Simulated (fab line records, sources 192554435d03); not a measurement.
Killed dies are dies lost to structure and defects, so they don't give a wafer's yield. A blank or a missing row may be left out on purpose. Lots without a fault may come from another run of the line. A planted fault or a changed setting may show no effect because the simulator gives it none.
One fault seen from 2 desks | flow n5_finfet | each desk has only its own numbers; what lay behind them comes last

THE TOOL OWNER'S DESK: rie_diel-05
The tool's own readings at N5_BEOL_M1_ETCH_74 (etches underlayer in N2/H2, target depth 6.5 nm, time 5.2 s): means of the sampled wafers that have a number, for each lot that ran on this tool. A lot is out of limits, marked OUT, if its mean lies more than 4 standard deviations from the usual mean; the brackets give that distance.
Columns: A = drypump_motor_current_A at N5_BEOL_M1_ETCH_74, usual 5.8 A; B = etch_rf_on_time_s at N5_BEOL_M1_ETCH_74, usual 5.13 s; C = oes_product_au at N5_BEOL_M1_ETCH_74, usual 0.69 a.u.; D = rf_vpp_V at N5_BEOL_M1_ETCH_74, usual 522.9 V; E = showerhead_plenum_p_Torr at N5_BEOL_M1_ETCH_74, usual 2.51 Torr; F = throttle_valve_pct at N5_BEOL_M1_ETCH_74, usual 17.80 %
lot  | first seen here | A   | B               | C    | D     | E    | F
L594 | day 7 09:29     | 5.8 | 5.27            | 0.71 | 525.6 | 2.55 | 17.66
L599 | day 8 10:57     | 5.9 | 5.01            | 0.75 | 523.2 | 2.56 | 17.86
L606 | day 10 01:15    | 5.9 | 6.02 (+4.4) OUT | 0.64 | 524.0 | 2.54 | 17.69
This desk's finding: out of limits on L606; first on L606, day 10 01:15 (etch_rf_on_time_s at N5_BEOL_M1_ETCH_74). In limits: L594, L599.

THE METROLOGY DESK
What the gauges read, lot by lot, whatever tool the lot ran on: means of the sampled wafers that have a number. A lot is out of limits, marked OUT, if its mean lies more than 4 standard deviations from the usual mean; the brackets give that distance. Of its 11 readings 7 are shown: those that lie furthest out on some lot.
Columns: A = M1_OVL at N5_BEOL_M1_OVL_MEAS_12, usual -0.3 nm; B = DIBL_N at N5_BEOL_M4_RC_MEAS_101, usual 37.3 mV/V; C = DIBL_P at N5_BEOL_M4_RC_MEAS_101, usual 37.4 mV/V; D = IOFF_N at N5_BEOL_M4_RC_MEAS_101, usual 0.18 nA/um; E = SS_N at N5_BEOL_M4_RC_MEAS_101, usual 71.8 mV/dec; F = SS_P at N5_BEOL_M4_RC_MEAS_101, usual 73.6 mV/dec; G = VT_N at N5_BEOL_M4_RC_MEAS_101, usual 248 mV
lot  | first seen here | A    | B    | C    | D    | E    | F    | G
L593 | day 7 04:47     | -0.3 | 34.8 | 35.4 | 0.13 | 71.5 | 72.1 | 253
L594 | day 7 09:17     | 0.8  | 37.6 | 37.3 | 0.19 | 71.8 | 73.8 | 249
L595 | day 7 09:37     | -0.8 | 39.0 | 40.3 | 0.21 | 72.1 | 74.0 | 246
L596 | day 8 00:55     | -0.3 | 34.6 | 33.6 | 0.13 | 70.8 | 74.0 | 250
L599 | day 8 10:40     | 0.2  | 39.7 | 40.5 | 0.22 | 72.1 | 74.2 | 246
L606 | day 10 01:08    | 0.8  | 33.7 | 34.2 | 0.14 | 71.0 | 73.1 | 250
L608 | day 10 15:50    | 0.5  | 37.9 | 37.9 | 0.18 | 71.9 | 73.4 | 247
L609 | day 10 18:15    | -0.6 | 39.2 | 37.6 | 0.19 | 72.3 | 73.7 | 250
L610 | day 10 23:11    | -0.2 | 37.8 | 38.2 | 0.18 | 71.8 | 73.3 | 249
L612 | day 11 21:36    | -0.9 | 37.3 | 37.8 | 0.17 | 72.2 | 74.0 | 252
This desk's finding: nothing out of limits on any of the 10 lots.

PUT TOGETHER
The tool owner's desk could have raised an alarm at day 10 01:15, on L606.
The metrology desk saw nothing out of limits.
The metrology desk has L606 on record, within its limits.
Of the lots named, all ran N5_BEOL_M1_ETCH_74 on rie_diel-05.

WHAT THE SIMULATOR HAD PUT IN
Process parameter drift: rie_diel-05, from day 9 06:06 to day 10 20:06, at N5_BEOL_M1_ETCH_74. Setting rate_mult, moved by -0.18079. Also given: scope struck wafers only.
Lots struck among those shown: L606.
Hours from the fault's start to each desk's first reading out of limits: the tool owner's desk, 19.
